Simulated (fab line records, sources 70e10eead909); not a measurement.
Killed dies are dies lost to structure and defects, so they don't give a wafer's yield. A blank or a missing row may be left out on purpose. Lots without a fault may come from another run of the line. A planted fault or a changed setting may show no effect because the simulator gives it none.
Which tool did it? | flow nand_harc | 13 lots, 39 wafers sampled, at 5 steps of a route of 1302

WHAT THE GAUGES READ, wafer by wafer
NHARC_A_SIN_REMOVE_INSPECT_04.
lot  | measured     | on                | raw_defect_count
L471 | day 20 06:12 | defect_inspect-01 | 454 399 753
L474 | day 21 00:26 | defect_inspect-01 | 417 667 362
L477 | day 22 21:38 | defect_inspect-02 | 447 437 505
L478 | day 23 17:16 | defect_inspect-01 | 400 420 385
L480 | day 24 05:43 | defect_inspect-01 | 319 338 424
L479 | day 24 09:32 | defect_inspect-02 | 267 335 243
L481 | day 24 17:26 | defect_inspect-02 | 446 384 490
L482 | day 24 22:07 | defect_inspect-02 | 363 363 532
L484 | day 26 02:46 | defect_inspect-02 | 381 518 488
L485 | day 26 02:46 | defect_inspect-01 | 485 523 358
L488 | day 26 18:30 | defect_inspect-02 | 524 423 461
L490 | day 28 04:18 | defect_inspect-02 | 293 329 305
L492 | day 29 01:01 | defect_inspect-02 | 392 567 475

NHARC_END_SORT_01.
lot  | measured     | on        | killed_at_array | killed_at_other | killed_at_periphery | killed_dies | killed_open | killed_short
L481 | day 28 16:06 | prober-02 | 59 54 64        | 2 2 1           | 4 6 2               | 65 62 67    | 5 6 1       | 1 2 0
L482 | day 29 02:22 | prober-01 | 47 53 49        | 1 1 2           | 3 2 0               | 51 56 51    | 6 3 4       | 1 4 3
L485 | day 30 12:36 | prober-02 | 47 40 48        | 1 0 0           | 9 8 10              | 57 48 58    | 3 4 5       | 2 3 4
L488 | day 30 15:19 | prober-01 | 96              | 1               | 5                   | 102         | 6           | 2
L490 | day 32 18:23 | prober-01 | 676 676 673     | 0 0 1           | 1 1 3               | 677 677 677 | 2 4 6       | 2 3 5
L492 | day 33 06:43 | prober-01 | 672 669 672     | 1 2 1           | 4 6 4               | 677 677 677 | 2 3 6       | 1 4 3

WHICH TOOL RAN EACH LOT (tool, then ch and the chambers of the sampled wafers, then the start)
lot  | NHARC_A_WL_FILL_CVD_03        | NHARC_A_WL_FILL_ETCHBACK_16        | NHARC_A_WL_FILL_ETCHBACK_17
L471 | cvd_w-01 ch 0,1, day 20 07:18 | rie_diel-12 ch 0,2, day 20 17:26   | rie_metal-01 ch 0,1, day 20 17:37
L474 | cvd_w-02 ch 0,1, day 21 02:01 | rie_diel-13 ch 0,1, day 21 12:46   | rie_metal-02 ch 0,1, day 21 12:59
L477 | cvd_w-02 ch 0,1, day 22 23:14 | rie_diel-13 ch 0,1,2, day 23 09:39 | rie_metal-03 ch 0,1, day 23 09:49
L478 | cvd_w-01 ch 0,1, day 23 18:23 | rie_diel-13 ch 1,2, day 24 04:43   | rie_metal-01 ch 0,1, day 24 04:58
L480 | cvd_w-02 ch 0,1, day 24 06:43 | rie_diel-09 ch 1,2, day 24 17:30   | rie_metal-02 ch 0,1, day 24 17:41
L479 | cvd_w-01 ch 0,1, day 24 10:38 | rie_diel-12 ch 0,1,2, day 25 01:37 | rie_metal-03 ch 0,1, day 25 01:47
L481 | cvd_w-02 ch 0, day 24 18:25   | rie_diel-09 ch 0,2,3, day 25 06:07 | rie_metal-02 ch 0,1, day 25 06:18
L482 | cvd_w-01 ch 0, day 25 00:58   | rie_diel-09 ch 0,3, day 25 13:11   | rie_metal-01 ch 0,1, day 25 13:22
L484 | cvd_w-01 ch 0,1, day 26 03:51 | rie_diel-12 ch 0,2,3, day 26 14:25 | rie_metal-02 ch 0,1, day 26 14:38
L485 | cvd_w-02 ch 0,1, day 26 04:26 | rie_diel-13 ch 0,1,2, day 26 17:38 | rie_metal-03 ch 0,1, day 26 17:50
L488 | cvd_w-02 ch 0,1, day 26 19:38 | rie_diel-13 ch 0,2,3, day 27 05:55 | rie_metal-02 ch 0,1, day 27 06:06
L490 | cvd_w-01 ch 0,1, day 28 05:26 | rie_diel-09 ch 1,2,3, day 28 18:37 | rie_metal-02 ch 0,1, day 28 18:48
L492 | cvd_w-01 ch 0,1, day 29 02:10 | rie_diel-09 ch 0,2,3, day 29 13:10 | rie_metal-03 ch 0,1, day 29 13:22
- NHARC_A_WL_FILL_CVD_03: deposits W, target thk 40 nm, time 279 s.
- NHARC_A_WL_FILL_ETCHBACK_16: etches the open film in C4F8/O2/Ar, target depth 120 nm, time 24 s.
- NHARC_A_WL_FILL_ETCHBACK_17: etches the open film in Cl2/BCl3, target depth 4 nm, time 26.7 s.

WHAT THE TOOLS THEMSELVES READ (means of the sampled wafers that have a number; where no wafer has one, the mark that the record gives instead)
NHARC_A_WL_FILL_CVD_03.
lot  | tool     | heater_power_w (W) | mfc_h2_sccm (sccm) | throttle_valve_pct (%)
L471 | cvd_w-01 | 435                | 1602               | 7.70
L474 | cvd_w-02 | 504                | 1604               | 7.81
L477 | cvd_w-02 | 507                | 1606               | 7.71
L478 | cvd_w-01 | 437                | 1599               | 7.85
L480 | cvd_w-02 | 521                | 1603               | 7.69
L479 | cvd_w-01 | 429                | 1595               | 7.78
L481 | cvd_w-02 | 487                | 1595               | 8.07
L482 | cvd_w-01 | 402                | 1602               | 8.19
L484 | cvd_w-01 | 444                | 1603               | 7.78
L485 | cvd_w-02 | 495                | 1601               | 7.77
L488 | cvd_w-02 | 522                | 1601               | 7.94
L490 | cvd_w-01 | 432                | 1603               | 7.85
L492 | cvd_w-01 | 424                | 1603               | 8.15

NHARC_A_WL_FILL_ETCHBACK_16.
lot  | tool        | oes_product_au (a.u.) | rf_vpp_V (V) | run_length_s (s)
L471 | rie_diel-12 | 1.00                  | 728          | 45.6
L474 | rie_diel-13 | 0.93                  | 726          | 45.6
L477 | rie_diel-13 | 0.99                  | 723          | 45.4
L478 | rie_diel-13 | 0.93                  | 725          | 45.5
L480 | rie_diel-09 | 1.01                  | 723          | 45.4
L479 | rie_diel-12 | 0.92                  | 727          | 45.4
L481 | rie_diel-09 | 0.93                  | 719          | 45.2
L482 | rie_diel-09 | 0.96                  | 719          | 45.7
L484 | rie_diel-12 | 1.00                  | 726          | 45.5
L485 | rie_diel-13 | 1.00                  | 722          | 45.5
L488 | rie_diel-13 | 0.99                  | 723          | 45.4
L490 | rie_diel-09 | 0.93                  | 721          | 30.1
L492 | rie_diel-09 | 1.00                  | 719          | 30.3

NHARC_A_WL_FILL_ETCHBACK_17.
lot  | tool         | drypump_motor_current_A (A) | he_backside_leak_sccm (sccm) | oes_product_au (a.u.) | run_length_s (s)
L471 | rie_metal-01 | 5.7                         | 3.45                         | 1.002                 | 48.4
L474 | rie_metal-02 | 5.3                         | 3.41                         | 1.009                 | 47.6
L477 | rie_metal-03 | 6.2                         | 3.31                         | 0.997                 | 48.2
L478 | rie_metal-01 | 5.7                         | 3.64                         | 0.990                 | 48.1
L480 | rie_metal-02 | 5.3                         | 3.52                         | 1.004                 | 47.3
L479 | rie_metal-03 | 6.2                         | 3.34                         | 0.992                 | 48.4
L481 | rie_metal-02 | 5.3                         | 3.32                         | 1.010                 | 47.4
L482 | rie_metal-01 | 5.7                         | 3.42                         | 0.998                 | 48.3
L484 | rie_metal-02 | 5.2                         | 3.44                         | 1.005                 | 47.5
L485 | rie_metal-03 | 5.9                         | 3.19                         | 1.004                 | 47.8
L488 | rie_metal-02 | 5.3                         | 3.54                         | 1.012                 | 47.4
L490 | rie_metal-02 | 5.3                         | 3.43                         | 0.993                 | 47.5
L492 | rie_metal-03 | 6.0                         | 3.24                         | 1.000                 | 47.9

THE ANSWER, worked out from the rows above alone
Rule: what is usual is taken from the lots themselves. Put in order of their means at a reading, lots are off if they are a third of the lots or fewer, leave a main group of 4 or more, and stand apart from it by a gap of 3 or more times the standard deviation of the main group's means; of several such gaps the widest counts. A main group whose means are all the same, to the digits that the tables above print for the reading, isn't used. A lot without any number at a reading at which 4 lots or more have one is off too. The other lots that the step has rows for count as sound. The gauges are gone through in route order, then the tools' own readings, and for those a lot's mean is taken as printed above. The first step at which some lot is off is used, and at that step the reading that is off furthest; a lot without a number counts as furthest.
Off: L490, L492, at NHARC_END_SORT_01 (killed_dies). The main group: mean 68, standard deviation 20. Neither off nor sound, because the step has no rows for them: L471, L474, L477, L478, L480, L479, L484.
A tool fits if, at a process step before that reading, it ran every lot that is off, and no sound lot after the first of them. The gauges at NHARC_END_SORT_01 aren't tried: what is off there is off at NHARC_A_WL_FILL_ETCHBACK_16 too, on other tools, and a gauge's error can't cause that. Can't be told from this: 2 tools fit, cvd_w-01 at NHARC_A_WL_FILL_CVD_03, rie_diel-09 at NHARC_A_WL_FILL_ETCHBACK_16.

WHAT THE SIMULATOR HAD PUT IN
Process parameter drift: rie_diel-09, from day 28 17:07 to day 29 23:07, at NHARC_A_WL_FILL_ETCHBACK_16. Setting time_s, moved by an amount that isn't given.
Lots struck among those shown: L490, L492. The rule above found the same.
